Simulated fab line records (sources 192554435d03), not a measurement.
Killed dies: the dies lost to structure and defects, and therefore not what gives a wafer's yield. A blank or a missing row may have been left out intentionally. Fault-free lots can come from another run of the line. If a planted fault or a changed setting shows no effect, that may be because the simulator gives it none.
Matching of chambers :: flow n5Finfet :: 4 sister chambers for N5_BEOL_M12_ETCH_38 on rieDiel-02
The step etches SiCN in CF4/N2, target depth 68.7 nm, time 73.4 s. 4 wafers are shown with their chamber, then 9 later ones without.

== WAFERS, EACH WITH ITS CHAMBER ==
wafer: L083.3
chamber: 1
showerheadPlenumPTorr (Torr): 2.28

wafer: L084.1
chamber: 2
showerheadPlenumPTorr (Torr): 2.15

wafer: L089.5
chamber: 0
showerheadPlenumPTorr (Torr): 2.02

wafer: L089.6
chamber: 3
showerheadPlenumPTorr (Torr): 2.12

== WAFERS WHOSE CHAMBER IS MISSING ==
wafer: L090.1
showerheadPlenumPTorr (Torr): 2.01

wafer: L090.2
showerheadPlenumPTorr (Torr): 2.15

wafer: L090.6
showerheadPlenumPTorr (Torr): 2.28

wafer: L092.1
showerheadPlenumPTorr (Torr): 2.12

wafer: L092.2
showerheadPlenumPTorr (Torr): 2.15

wafer: L092.6
showerheadPlenumPTorr (Torr): 2.12

wafer: L096.2
showerheadPlenumPTorr (Torr): 2.11

wafer: L096.3
showerheadPlenumPTorr (Torr): 2.01

wafer: L096.5
showerheadPlenumPTorr (Torr): 2.14

== THE CHAMBER EACH PASSED THROUGH ==
wafer: L090.1
from the rows above: 0
in truth: 0

wafer: L090.2
from the rows above: 2
in truth: 2

wafer: L090.6
from the rows above: 1
in truth: 1

wafer: L092.1
from the rows above: 3
in truth: 3

wafer: L092.2
from the rows above: 2
in truth: 2

wafer: L092.6
from the rows above: 3
in truth: 3

wafer: L096.2
from the rows above: 3
in truth: 3

wafer: L096.3
from the rows above: 0
in truth: 0

wafer: L096.5
from the rows above: can't be placed: 2 or 3
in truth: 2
8 of 9 placed correctly. These rows do not allow placing 1 (true chamber among the candidates in 1). Number placed wrongly: 0.
How it was worked out, from the rows above alone: a wafer's distance from a chamber is the root of the sum, over the readings, of the square of ((its reading less the chamber's mean) divided by the reading's scatter). The wafer belongs to the nearest chamber; if the next one is less than 2 further off, it can't be placed. The mean given for a chamber averages the wafers shown for that chamber. The scatter: root of mean squared gap, hidden wafer to nearest shown wafer, with one shown wafer a chamber.
